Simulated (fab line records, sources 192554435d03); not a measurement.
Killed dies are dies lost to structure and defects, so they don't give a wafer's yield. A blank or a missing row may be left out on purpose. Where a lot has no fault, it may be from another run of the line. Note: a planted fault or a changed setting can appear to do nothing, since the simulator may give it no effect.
Chamber matching + flow n5Finfet + N5_HKMG_FIN_ALD_91 on aldMetal-04 has 4 sister chambers
The step deposits TiN, target thk 1 nm, pulse time 1 s, purge time 3 s. 4 wafers are shown with their chamber, then 7 later ones without.

## WAFERS WITH THEIR CHAMBER
| wafer  | chamber | heaterPowerW (W) |
|--------|---------|------------------|
| L730.2 | 1       | 968              |
| L735.2 | 2       | 871              |
| L734.3 | 3       | 976              |
| L734.4 | 0       | 837              |

## WAFERS MISSING THEIR CHAMBER
| wafer  | heaterPowerW (W) |
|--------|------------------|
| L734.5 | 878              |
| L736.1 | 971              |
| L736.4 | 863              |
| L736.6 | 947              |
| L738.1 | 817              |
| L738.3 | 952              |
| L738.6 | 856              |

## THE CHAMBER EACH PASSED THROUGH
| wafer  | from the rows above     | in truth |
|--------|-------------------------|----------|
| L734.5 | 2                       | 2        |
| L736.1 | can't be placed: 1 or 3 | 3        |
| L736.4 | can't be placed: 2 or 0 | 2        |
| L736.6 | can't be placed: 1 or 3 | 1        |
| L738.1 | 0                       | 0        |
| L738.3 | can't be placed: 1 or 3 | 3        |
| L738.6 | can't be placed: 2 or 0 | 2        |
Correctly placed: 2 of 7. From these rows, 5 cannot be placed; in 5 the true chamber is one of the candidates. Wrongly placed: 0.
How it was worked out, from the rows above alone: a wafer's distance from a chamber is the root of the sum, over the readings, of the square of ((its reading less the chamber's mean) divided by the reading's scatter). If the next closest chamber is less than 2 further off than the closest, the wafer can't be placed; otherwise it belongs to the closest. Each chamber's mean is taken over the wafers shown for it. The scatter (one wafer shown for each chamber): square how far every hidden wafer sits from the nearest shown wafer, average those squares and take the square root.
